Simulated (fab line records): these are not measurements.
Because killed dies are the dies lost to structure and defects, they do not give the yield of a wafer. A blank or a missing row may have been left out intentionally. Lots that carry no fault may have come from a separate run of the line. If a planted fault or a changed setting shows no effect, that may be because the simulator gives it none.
Which tool did it? / flow n5Finfet / Sampling: 24 lots, 72 wafers, 3 of 1938 route steps

WHAT THE GAUGES SHOWED, per wafer
N5_BEOL_M2_INSPECT_13: inspects for defects (brightfield).
lot=L074; measured=day 6 14:15; on=defectInspect-02; rawDefectCount=546 402 334
lot=L076; measured=day 6 23:21; on=defectInspect-02; rawDefectCount=418 711 531
lot=L075; measured=day 7 03:03; on=defectInspect-02; rawDefectCount=500 384 313
lot=L077; measured=day 7 03:13; on=defectInspect-02; rawDefectCount=379 459 411
lot=L078; measured=day 7 05:46; on=defectInspect-02; rawDefectCount=316 520 360
lot=L079; measured=day 7 15:48; on=defectInspect-01; rawDefectCount=424 384 419
lot=L080; measured=day 8 05:31; on=defectInspect-02; rawDefectCount=279 393 250
lot=L081; measured=day 8 10:51; on=defectInspect-02; rawDefectCount=470 493 589
lot=L082; measured=day 8 11:03; on=defectInspect-01; rawDefectCount=302 436 284
lot=L083; measured=day 8 17:53; on=defectInspect-01; rawDefectCount=311 419 419
lot=L084; measured=day 9 02:53; on=defectInspect-01; rawDefectCount=323 279 234
lot=L085; measured=day 9 02:59; on=defectInspect-01; rawDefectCount=362 339 463
lot=L086; measured=day 10 05:07; on=defectInspect-02; rawDefectCount=239 201 239
lot=L088; measured=day 10 05:14; on=defectInspect-01; rawDefectCount=562 431 445
lot=L087; measured=day 10 07:11; on=defectInspect-01; rawDefectCount=339 375 320
lot=L089; measured=day 10 11:59; on=defectInspect-02; rawDefectCount=369 403 279
lot=L090; measured=day 10 12:57; on=defectInspect-01; rawDefectCount=440 339 289
lot=L091; measured=day 11 01:17; on=defectInspect-01; rawDefectCount=263 339 400
lot=L093; measured=day 11 05:26; on=defectInspect-01; rawDefectCount=471 719 445
lot=L092; measured=day 11 10:26; on=defectInspect-02; rawDefectCount=424 422 383
lot=L094; measured=day 11 10:55; on=defectInspect-01; rawDefectCount=429 397 480
lot=L095; measured=day 11 22:21; on=defectInspect-01; rawDefectCount=372 423 378
lot=L096; measured=day 12 03:20; on=defectInspect-02; rawDefectCount=299 389 438
lot=L097; measured=day 12 12:45; on=defectInspect-02; rawDefectCount=284 431 436

N5_BEOL_M2_CD_MEAS_18: pitch 36 nm, target cd 18 nm.
lot=L074; measured=day 6 14:50; on=cdSem-02; cdNm (nm)=18.3 18.0 18.6
lot=L076; measured=day 7 00:27; on=cdSem-03; cdNm (nm)=18.3 18.3 18.1
lot=L075; measured=day 7 03:33; on=cdSem-02; cdNm (nm)=18.0 17.9 17.9
lot=L077; measured=day 7 03:42; on=cdSem-01; cdNm (nm)=18.4 18.1 18.1
lot=L078; measured=day 7 08:40; on=cdSem-01; cdNm (nm)=18.4 18.1 17.9
lot=L079; measured=day 7 17:03; on=cdSem-02; cdNm (nm)=18.1 17.9 18.7
lot=L080; measured=day 8 06:13; on=cdSem-02; cdNm (nm)=18.4 18.3 17.6
lot=L081; measured=day 8 11:19; on=cdSem-02; cdNm (nm)=18.0 17.5 18.0
lot=L082; measured=day 8 11:31; on=cdSem-03; cdNm (nm)=18.1 17.9 18.8
lot=L083; measured=day 8 18:21; on=cdSem-02; cdNm (nm)=18.1 18.5 17.9
lot=L084; measured=day 9 03:27; on=cdSem-01; cdNm (nm)=18.6 18.5 18.3
lot=L085; measured=day 9 03:28; on=cdSem-01; cdNm (nm)=18.1 17.9 17.7
lot=L086; measured=day 10 05:35; on=cdSem-03; cdNm (nm)=17.9 18.5 18.3
lot=L088; measured=day 10 05:47; on=cdSem-01; cdNm (nm)=18.6 18.2 17.9
lot=L087; measured=day 10 07:48; on=cdSem-02; cdNm (nm)=18.3 18.1 18.3
lot=L089; measured=day 10 12:26; on=cdSem-03; cdNm (nm)=18.2 17.8 17.7
lot=L090; measured=day 10 13:50; on=cdSem-02; cdNm (nm)=17.8 17.5 18.7
lot=L091; measured=day 11 01:53; on=cdSem-03; cdNm (nm)=17.9 18.0 18.0
lot=L093; measured=day 11 05:59; on=cdSem-03; cdNm (nm)=17.9 17.2 17.2
lot=L092; measured=day 11 10:54; on=cdSem-01; cdNm (nm)=18.0 17.7 18.4
lot=L094; measured=day 11 11:25; on=cdSem-02; cdNm (nm)=17.9 18.5 18.0
lot=L095; measured=day 11 23:08; on=cdSem-02; cdNm (nm)=18.3 18.8 18.6
lot=L096; measured=day 12 03:57; on=cdSem-03; cdNm (nm)=18.0 18.4 17.8
lot=L097; measured=day 12 13:13; on=cdSem-02; cdNm (nm)=18.0 17.9 17.4

N5_BEOL_M2_CD_MEAS_28: target cd 26.2 nm, target cd y 24.1 nm.
lot=L074; measured=day 6 15:10; on=cdSem-01; cdNm (nm)=25.91 26.38 26.39
lot=L076; measured=day 7 00:46; on=cdSem-01; cdNm (nm)=25.96 26.22 26.09
lot=L075; measured=day 7 04:00; on=cdSem-02; cdNm (nm)=26.24 26.16 26.40
lot=L077; measured=day 7 04:11; on=cdSem-01; cdNm (nm)=26.27 26.27 26.28
lot=L078; measured=day 7 09:07; on=cdSem-02; cdNm (nm)=25.93 25.76 26.15
lot=L079; measured=day 7 17:22; on=cdSem-03; cdNm (nm)=26.12 26.07 26.67
lot=L080; measured=day 8 06:32; on=cdSem-01; cdNm (nm)=26.21 26.35 25.82
lot=L081; measured=day 8 11:46; on=cdSem-03; cdNm (nm)=26.40 26.06 26.29
lot=L082; measured=day 8 11:58; on=cdSem-01; cdNm (nm)=26.44 26.14 26.00
lot=L083; measured=day 8 18:48; on=cdSem-03; cdNm (nm)=26.01 26.28 26.21
lot=L084; measured=day 9 03:46; on=cdSem-03; cdNm (nm)=26.09 26.17 26.04
lot=L085; measured=day 9 03:52; on=cdSem-03; cdNm (nm)=26.08 26.60 26.19
lot=L086; measured=day 10 05:54; on=cdSem-03; cdNm (nm)=25.91 26.01 25.87
lot=L088; measured=day 10 06:13; on=cdSem-01; cdNm (nm)=25.86 25.99 25.95
lot=L087; measured=day 10 08:15; on=cdSem-03; cdNm (nm)=26.52 26.52 26.15
lot=L089; measured=day 10 12:46; on=cdSem-03; cdNm (nm)=25.95 26.18 25.98
lot=L090; measured=day 10 14:16; on=cdSem-01; cdNm (nm)=26.35 26.66 26.18
lot=L091; measured=day 11 02:13; on=cdSem-01; cdNm (nm)=25.95 26.28 26.02
lot=L093; measured=day 11 06:19; on=cdSem-03; cdNm (nm)=26.03 25.76 25.85
lot=L092; measured=day 11 11:14; on=cdSem-01; cdNm (nm)=26.09 26.08 25.72
lot=L094; measured=day 11 11:44; on=cdSem-02; cdNm (nm)=26.23 26.20 26.10
lot=L095; measured=day 11 23:34; on=cdSem-02; cdNm (nm)=25.81 26.10 26.32
lot=L096; measured=day 12 04:16; on=cdSem-01; cdNm (nm)=26.53 26.53 26.37
lot=L097; measured=day 12 13:32; on=cdSem-03; cdNm (nm)=25.92 26.61 26.03

WHAT TOOL EACH LOT RAN ON (gives the tool, then ch and the chambers of the sampled wafers, and finally the start)
The record shows no process step preceding these readings.

WHAT THE TOOLS THEMSELVES READ (means of the sampled wafers that have a number; where no wafer has one, the mark that the record gives instead)
The record holds no such reading with a usual standard deviation.

THE ANSWER, worked out from the rows above alone
Rule: what is usual is taken from the lots themselves. Put in order of their means at a reading, lots are off if they are a third of the lots or fewer, leave a main group of 4 or more, and stand apart from it by a gap of 3 or more times the standard deviation of the main group's means; of several such gaps the widest counts. The tables above print the reading to a certain number of digits; a main group whose means all agree to those digits is not used. Also off: a lot with no number at a reading for which 4 or more lots have one. Any other lot the step has rows for is counted as sound. First the gauges in route order, then the tools' own readings, where a lot's mean is used as printed above. At the first step where some lot is off, the reading lying furthest off is the one used; lots without a number count as furthest.
Nothing can be told from this: no lot is off at any reading shown.

WHAT THE SIMULATOR HAD INSERTED
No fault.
